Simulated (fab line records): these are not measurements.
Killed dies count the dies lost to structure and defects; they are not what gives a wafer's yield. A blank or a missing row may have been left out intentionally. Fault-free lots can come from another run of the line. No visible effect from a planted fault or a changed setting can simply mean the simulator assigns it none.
A struck lot beside a sound one ; flow nand_harc ; 14 out of 1302 route steps
Sound: wafers L469.1, L469.4, L469.6. Wafers struck: L471.3, L471.5. Last of all comes the cause.
Each step with rows lists, per side, the tool, then ch with its chambers, then its first start. Under that, the readings that differ: sound wafers ; struck wafers ; difference of the means ; sigmas: that difference in standard deviations of wafers without a fault.
alike: a reading whose means differ by less than 2 such deviations, as well as words and numbers matching on both sides. not compared: withheld readings; readings where some wafer has no value; bounds like >300 that might hide an equal value; numbers whose values overlap and for which the record gives no deviation.
Wherever a step has rows on one side only, a row that says differs or no value, or a row with sigmas, the two part there. When numbers do not overlap yet have no deviation, they are printed without sigmas and do not part them. Lack of a reading on every wafer of one side parts them only where that side has two or more wafers.

first, 1 step without rows for these wafers: NHARC_A_ONON_D1_DEP_12 (target thk 1000 nm).
NHARC_A_ONON_D1_THK_MEAS_14: measures by ellipsometry.
  struck on film_metro-01, day 11 18:23; sound on film_metro-01, day 10 19:05
reading;sound;struck;difference;sigmas
thk_nm (nm);1013 1015 1014;986 986;-28;-3
then, 2 steps without rows for these wafers: NHARC_A_ONON_D1_ANNEAL_15 (time 3600 s); NHARC_A_ONON_D1_DEP_16 (target thk 1000 nm).
NHARC_A_ONON_D1_THK_MEAS_18: measures by ellipsometry.
  struck on film_metro-02, day 12 02:10; sound on film_metro-02, day 11 02:55
  alike: thk_nm
then, 1 step without rows for these wafers: NHARC_A_ONON_D1_DEP_19 (target thk 1000 nm).
NHARC_A_ONON_D1_THK_MEAS_21: measures by ellipsometry.
  struck on film_metro-01, day 12 02:43; sound on film_metro-01, day 11 03:29
  alike: thk_nm
then, 1 step without rows for these wafers: NHARC_A_ONON_D1_DEP_22 (target thk 1000 nm).
NHARC_A_ONON_D1_THK_MEAS_24: measures by ellipsometry.
  struck on film_metro-01, day 12 03:17; sound on film_metro-02, day 11 04:03
  alike: thk_nm
then, 1 step without rows for these wafers: NHARC_A_ONON_D1_DEP_25 (target thk 1000 nm).
NHARC_A_ONON_D1_THK_MEAS_27: measures by ellipsometry.
  struck on film_metro-01, day 12 03:51; sound on film_metro-02, day 11 04:37
  alike: thk_nm
NHARC_A_ONON_D1_DEP_28: target thk 1000 nm.
  sound on pecvd_onon-03 ch 0, day 11 04:40; struck on pecvd_onon-02 ch 0, day 12 04:01
NHARC_A_ONON_D1_THK_MEAS_30: measures by ellipsometry.
  struck on film_metro-01, day 12 04:35; sound on film_metro-02, day 11 05:11
reading;sound;struck;difference;sigmas
thk_nm (nm);998 999 996;1630 1629;+632;+73
  not compared: hold
NHARC_A_ONON_D1_DEP_33: deposits SiO2, target thk 200 nm.
  sound on pecvd-01 ch 0,1, day 11 05:14; struck on pecvd-01 ch 0, day 12 11:18
reading;sound;struck;difference;sigmas
hold;- - -;await_dispo/6.6h/release await_dispo/6.6h/release;no value on the sound wafers;
  alike: heater_power_w, rf_fwd_power_W, throttle_valve_pct

WHERE THEY PART
Last at NHARC_A_ONON_D1_DEP_33 as far as this record goes, first at NHARC_A_ONON_D1_THK_MEAS_14.

WHY: what the simulator had put in
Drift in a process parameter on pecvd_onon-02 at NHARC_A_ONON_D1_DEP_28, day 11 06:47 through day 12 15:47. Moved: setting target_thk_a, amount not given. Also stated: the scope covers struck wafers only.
